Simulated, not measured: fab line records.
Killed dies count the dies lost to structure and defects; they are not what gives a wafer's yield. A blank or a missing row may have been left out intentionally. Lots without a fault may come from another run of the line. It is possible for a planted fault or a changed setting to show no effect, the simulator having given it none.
fab line records	flow nandHarc	part 2 of 2: steps 5 to 6 of 6
record lots=22	wafers=66	lastDay=34
route steps=1302 shown A_CHANNEL_HOLE_D2@582 A_CHANNEL_FILL_D2@638 A_STAIRCASE@652
lots that met no fault: from a run of the same line without faults
startH: hours from the record's first day to the start of the lot's first wafer shown	waitH: hours elapsed since this lot's preceding step	" identical to the entry in the row above	L1.1+2: several wafers, shown together as one row	- value missing, or start not given	* or withheld: withheld	< > ~ a bound
route shown NAME@n: names a module that has steps shown in the file, with the first one's number in the route	usual: mean and standard deviation over wafers with no fault	same: alike in all rows	chamber/n: place in a boat	sites: readings site by site	_std_site: how widely they spread, as a standard deviation	_edge_site: inner sites' mean taken away from outer sites' mean	radiusMm: how far each site lies from the wafer's centre	mask NAME#n: copy n	behind: the last tool/chamber to shape the wafer	hold: why the lot went on hold/how many hours it stayed there/how the hold came to an end	device: the transistor (n, p or np) that didn't switch	end of line: the same wafers' tests at the end of the route	a step with no rows: only its recipe	killed: dies that structure and defects cost at the first sort, which is not the same as the wafer's yield	map: shows each die of a wafer: x if killed, . if not, _ if none is there
set.NAME: the setting that was run; set.NAME@STEP: the one run at that earlier step	model.NAME: the simulator's own value behind a step, which no gauge read
a sample of lots followed through the steps of the route, with each step as a table and each wafer as a row
services: the hour from which a tool's chamber was out of use, counted from the record's first day as startH (under 0 if before that day), plus the number of hours and why
## steps
# step NHARC_A_STAIRCASE_ETCH_170
# recipe targetDepthA=2000	timeS=66.667	ionEnergyEv=250	c4f6FlowSccm=25	o2FlowSccm=20	arFlowSccm=500	rfW=600	biasW=500	chemistry=C4F6/O2
# usual chamberPressureMTorr=29.999/0.028	drypumpMotorCurrentA=5.8/0.37	oesProductAu=0.972/0.018	rfVppV=548/3.6	showerheadPlenumPTorr=3.98/0.18	throttleValvePct=26.904/0.0086
lot.wafer	tool	chamber	startH	waitH	chamberPressureMTorr	drypumpMotorCurrentA	oesProductAu	rfHoursCounterH	rfVppV	showerheadPlenumPTorr	throttleValvePct
L075.1	rieDiel-10	3	-	-	30.006	5.9	0.992	29	540	3.67	26.905
L075.2	"	0	"	"	30.047	5.7	0.981	31	547	3.91	26.896
L075.5	"	1	"	"	29.988	5.2	0.958	-	548	4.00	26.900
L074.1	rieDiel-10	1	-	-	30.038	5.2	0.973	35	548	4.00	26.908
L074.3	"	2	"	"	30.028	5.7	0.999	32	546	3.89	26.913
L074.6	"	2	"	"	30.005	5.7	0.995	-	545	3.89	26.908
L077.3	rieDiel-11	1	-	-	29.975	5.5	0.977	33	554	4.21	26.896
L077.2	"	3	"	"	30.018	6.1	0.997	39	547	3.92	26.889
L077.5	"	2	"	"	30.008	6.2	0.964	-	553	4.17	26.890
L078.3	rieDiel-11	3	-	-	29.956	6.1	0.970	44	548	3.92	26.916
L078.2	"	0	"	"	30.014	5.6	0.960	43	550	4.09	26.902
L078.5	"	3	"	"	29.948	6.0	0.983	-	545	3.92	26.889
L079.3	rieDiel-11	2	-	-	30.012	6.1	0.966	39	552	4.17	26.903
L079.5	"	0	"	"	30.046	5.6	0.956	-	549	4.09	26.898
L079.6	"	1	"	"	30.009	5.5	0.990	-	552	4.20	26.908
L081.2	rieDiel-11	1	-	-	29.980	5.5	0.983	49	553	4.20	26.900
L081.1	"	2	"	"	30.007	6.2	0.950	47	551	4.17	26.907
L081.5	"	1	"	"	30.007	5.5	0.989	-	553	4.20	26.911
L080.4	rieDiel-11	1	-	-	29.977	5.5	0.966	49	552	4.20	26.902
L080.1	"	2	"	"	29.940	6.2	0.949	47	550	4.17	26.896
L080.6	"	2	"	"	30.018	6.1	0.951	-	552	4.17	26.901
L082.2	rieDiel-10	0	-	-	29.961	5.6	0.970	0	547	3.90	26.887
L082.3	"	1	"	"	30.044	5.2	0.967	0	548	3.98	26.908
L082.5	"	2	"	"	30.026	5.7	0.972	-	548	3.88	26.893
L083.2	rieDiel-11	1	-	-	29.971	5.5	0.944	2	553	4.19	26.899
L083.1	"	2	"	"	29.952	6.2	0.958	1	551	4.16	26.902
L083.4	"	0	"	"	30.005	5.6	0.958	2	551	4.08	26.894
L084.2	rieDiel-10	2	-	-	29.989	5.7	0.956	13	546	3.87	26.890
L084.6	"	2	"	"	29.977	5.7	0.957	-	547	3.87	26.899
L084.5	"	3	"	"	30.002	5.9	0.965	-	553	4.22	26.908
L086.3	rieDiel-11	2	-	-	29.992	6.1	0.950	8	551	4.16	26.900
L086.6	"	1	"	"	30.022	5.5	0.950	-	552	4.19	26.903
L086.5	"	2	"	"	29.955	6.1	0.934	-	550	4.16	26.912
L085.3	rieDiel-05	0	-	-	29.998	6.6	0.992	19	544	3.79	26.913
L085.4	"	1	"	"	30.004	6.1	0.959	20	551	4.14	26.913
L085.5	"	0	"	"	29.948	6.6	0.987	-	545	3.79	26.912
L088.4	rieDiel-05	1	-	-	30.007	6.1	0.970	26	550	4.14	26.905
L088.5	"	3	"	"	29.971	6.0	1.002	-	543	3.67	26.900
L088.6	"	0	"	"	29.977	6.7	1.012	-	545	3.78	26.901
L090.3	rieDiel-10	3	-	-	30.021	5.9	0.949	32	552	4.21	26.909
L090.5	"	1	"	"	29.969	5.2	0.948	-	548	3.97	26.895
L090.6	"	2	"	"	30.019	5.7	0.939	-	546	3.86	26.904
L087.1	rieDiel-05	0	-	-	29.983	6.7	0.997	26	544	3.78	26.911
L087.3	"	1	"	"	30.015	6.1	0.962	26	552	4.14	26.904
L087.6	"	2	"	"	30.015	6.2	0.992	-	542	3.70	26.915
L089.4	rieDiel-10	3	-	-	30.016	5.9	0.961	34	554	4.21	26.888
L089.2	"	0	"	"	29.992	5.7	0.964	29	547	3.88	26.905
L089.5	"	2	"	"	29.998	5.7	0.973	-	545	3.86	26.908
L092.1	rieDiel-10	1	-	-	30.015	5.2	0.959	20	548	3.97	26.906
L092.4	"	2	"	"	30.010	5.7	0.966	36	547	3.86	26.900
L092.3	"	3	"	"	30.032	5.9	0.982	38	552	4.20	26.908
L093.2	rieDiel-11	0	-	-	30.024	5.6	0.961	34	549	4.06	26.900
L093.1	"	2	"	"	29.968	6.1	0.959	35	551	4.14	26.883
L093.6	"	0	"	"	29.991	5.6	0.956	-	550	4.06	26.914
L094.2	rieDiel-11	3	-	-	30.041	6.1	0.987	35	546	3.89	26.897
L094.4	"	0	"	"	30.019	5.6	0.957	34	549	4.06	26.916
L094.3	"	2	"	"	29.982	6.2	0.959	35	551	4.14	26.911
L095.1	rieDiel-05	0	-	-	30.037	6.6	0.969	45	544	3.77	26.910
L095.2	"	1	"	"	30.009	6.1	0.947	44	552	4.13	26.890
L095.5	"	1	"	"	29.935	6.1	0.946	-	550	4.13	26.906
L096.1	rieDiel-10	3	-	-	30.015	5.9	0.979	54	554	4.19	26.896
L096.4	"	1	"	"	30.011	5.2	0.995	34	548	3.96	26.897
L096.6	"	3	"	"	30.033	5.9	0.982	-	552	4.19	26.911
L097.3	rieDiel-11	3	-	-	30.002	6.1	0.990	41	547	3.89	26.913
L097.1	"	0	"	"	29.958	5.6	0.955	41	549	4.05	26.916
L097.5	"	1	"	"	29.965	5.5	0.943	-	553	4.17	26.898
# step NHARC_A_STAIRCASE_DESCUM_11
# recipe timeS=3	o2FlowSccm=200	arFlowSccm=0	biasPowerW=0	chemistry=O2
# usual chamberPressureMTorr=60.02/0.21	drypumpMotorCurrentA=5.9/0.38	oesProductAu=1.003/0.018	rfVppV=57.8/0.94	showerheadPlenumPTorr=1.92/0.099	throttleValvePct=11.311/0.0087
# same biasPowerW=0
lot.wafer	tool	chamber	startH	waitH	chamberPressureMTorr	drypumpMotorCurrentA	oesProductAu	rfHoursCounterH	rfVppV	showerheadPlenumPTorr	throttleValvePct
L075.1	rieDiel-05	2	355.42	-	60.08	6.1	1.021	40	56.0	1.80	11.310
L075.2	"	3	"	"	62.48	5.9	1.011	41	57.5	1.79	11.322
L075.5	"	1	"	"	59.96	6.1	0.990	-	57.9	2.05	11.323
L074.3	rieDiel-11	3	355.86	-	60.06	6.0	1.004	30	58.2	1.92	11.303
L074.1	"	2	"	"	59.98	6.2	0.975	25	58.6	2.05	11.321
L074.6	"	3	"	"	60.00	6.1	1.005	-	57.8	1.92	11.323
L077.2	rieDiel-11	0	384.79	-	60.09	5.6	0.987	39	58.6	2.00	11.317
L077.3	"	1	"	"	60.07	5.4	0.987	33	58.6	2.07	11.301
L077.5	"	3	"	"	60.11	6.0	1.016	-	57.9	1.91	11.322
L078.2	rieDiel-11	3	392.33	-	60.07	6.0	1.001	44	57.3	1.91	11.319
L078.3	"	1	"	"	59.99	5.5	1.006	36	58.4	2.06	11.307
L078.5	"	0	"	"	60.04	5.6	0.978	-	59.2	2.00	11.323
L079.3	rieDiel-05	3	405.88	-	60.04	5.9	1.009	51	58.0	1.79	11.311
L079.5	"	3	"	"	59.91	6.0	1.014	-	55.9	1.79	11.318
L079.6	"	0	"	"	59.93	6.6	1.000	-	57.1	1.85	11.319
L081.1	rieDiel-05	2	418.85	-	59.98	6.1	1.012	1	55.4	1.80	11.328
L081.2	"	1	"	"	59.97	6.1	1.011	1	58.4	2.04	11.327
L081.5	"	2	"	"	60.08	6.1	1.017	-	57.7	1.80	11.314
L080.4	rieDiel-10	0	419.02	-	60.01	5.6	1.003	50	58.1	1.90	11.325
L080.1	"	1	"	"	59.94	5.2	1.002	55	57.7	1.95	11.310
L080.6	"	1	"	"	60.03	5.2	0.996	-	59.3	1.95	11.298
L082.3	rieDiel-10	0	431.06	-	59.92	5.7	0.999	0	58.7	1.90	11.295
L082.2	"	2	"	"	60.07	5.7	0.982	0	56.3	1.89	11.306
L082.5	"	0	"	"	60.09	5.7	1.002	-	57.6	1.90	11.310
L083.4	rieDiel-05	0	451.61	-	60.00	6.6	1.019	12	59.2	1.84	11.308
L083.2	"	1	"	"	60.06	6.1	0.992	15	57.6	2.03	11.315
L083.1	"	3	"	"	59.95	5.9	1.016	5	56.7	1.78	11.326
L084.2	rieDiel-11	0	460.02	-	60.03	5.6	0.980	4	58.3	2.00	11.320
L084.6	"	2	"	"	59.92	6.2	0.980	-	57.4	2.04	11.313
L084.5	"	3	"	"	60.00	6.0	1.026	-	57.1	1.91	11.315
L086.3	rieDiel-10	1	472.79	-	59.96	5.2	0.983	7	58.8	1.94	11.305
L086.5	"	1	"	"	60.06	5.2	0.986	-	57.5	1.94	11.303
L086.6	"	2	"	"	60.04	5.7	0.991	-	58.1	1.88	11.311
L085.3	rieDiel-05	3	473.21	-	59.97	5.9	1.016	12	55.8	1.78	11.317
L085.4	"	0	"	"	60.06	6.6	1.011	19	57.7	1.84	11.311
L085.5	"	1	"	"	60.08	6.1	1.002	-	59.2	2.03	11.297
L088.4	rieDiel-05	2	507.87	-	59.94	6.1	1.007	27	56.8	1.79	11.301
L088.5	"	2	"	"	60.00	6.1	1.010	-	57.5	1.79	11.311
L088.6	"	3	"	"	60.02	5.9	1.021	-	58.7	1.78	11.307
L090.3	rieDiel-05	1	508.07	-	59.92	6.1	0.993	26	59.8	2.03	11.315
L090.6	"	2	"	"	60.06	6.1	1.008	-	58.0	1.79	11.310
L090.5	"	3	"	"	60.00	5.9	1.016	-	57.2	1.78	11.319
L087.3	rieDiel-11	3	508.39	-	60.04	6.1	1.025	18	59.0	1.90	11.301
L087.1	"	1	"	"	59.98	5.5	0.981	17	58.8	2.05	11.314
L087.6	"	3	"	"	60.00	6.1	1.029	-	57.4	1.90	11.300
L089.4	rieDiel-11	2	511.32	-	60.10	6.2	0.982	18	57.0	2.04	11.327
L089.2	"	0	"	"	60.09	5.6	0.989	19	58.8	1.99	11.326
L089.5	"	2	"	"	59.98	6.1	0.974	-	58.9	2.04	11.331
L092.3	rieDiel-05	3	524.01	-	60.00	5.9	1.026	27	55.9	1.78	11.309
L092.4	"	0	"	"	60.01	6.7	1.031	32	57.2	1.84	11.316
L092.1	"	2	"	"	59.96	6.1	1.018	35	56.6	1.79	11.306
L093.2	rieDiel-11	1	551.15	-	59.96	5.4	0.978	36	57.9	2.05	11.324
L093.1	"	3	"	"	60.02	6.0	1.031	35	57.1	1.90	11.318
L093.6	"	0	"	"	60.04	5.6	0.983	-	58.2	1.99	11.306
L094.3	rieDiel-05	0	551.31	-	59.99	6.7	1.025	42	56.5	1.83	11.318
L094.2	"	1	"	"	59.98	6.1	0.992	40	60.4	2.03	11.295
L094.4	"	3	"	"	59.89	5.9	1.021	38	58.0	1.77	11.307
L095.2	rieDiel-05	0	569.60	-	59.99	6.7	1.025	45	58.4	1.83	11.306
L095.1	"	2	"	"	59.81	6.1	1.011	48	58.4	1.78	11.297
L095.5	"	3	"	"	59.91	5.9	1.032	-	58.7	1.77	11.308
L096.4	rieDiel-11	0	569.75	-	60.00	5.6	0.997	38	57.0	1.98	11.309
L096.1	"	1	"	"	59.98	5.5	0.977	40	56.7	2.04	11.312
L096.6	"	1	"	"	60.01	5.4	0.979	-	58.2	2.04	11.310
L097.3	rieDiel-10	1	580.67	-	59.89	5.2	0.992	39	58.0	1.93	11.307
L097.1	"	2	"	"	60.03	5.7	1.003	57	57.7	1.87	11.300
L097.5	"	1	"	"	59.94	5.2	1.011	-	58.2	1.93	11.294
## services
tool	chamber	startH	hours	kind
rieDiel-05	2	286.92	3.0	repair
rieDiel-11	0	289.06	-	clean
rieDiel-07	-	294.26	9.0	pm
rieDiel-06	-	307.33	9.0	pm
rieDiel-06	1	317.35	10.1	repair
rieDiel-01	3	319.03	2.6	repair
rieDiel-07	3	344.76	8.5	repair
harEtch-02	-	377.15	17.0	pm
rieDiel-06	0	378.75	37.1	repair
rieDiel-01	-	381.31	9.0	pm
rieDiel-07	1	404.65	5.7	repair
rieDiel-05	-	408.41	9.0	pm
rieDiel-11	-	416.68	0.2	repair
rieDiel-10	-	419.84	9.0	pm
rieDiel-01	0	421.47	1.5	repair
rieDiel-10	1	432.20	13.8	repair
rieDiel-11	-	432.57	9.0	pm
rieDiel-07	-	471.26	9.0	pm
rieDiel-06	-	482.71	1.6	repair
rieDiel-06	-	484.33	9.0	pm
rieDiel-01	1	488.87	2.8	repair
rieDiel-11	0	520.39	3.2	repair
rieDiel-01	-	558.31	9.0	pm
rieDiel-06	1	560.64	4.2	repair
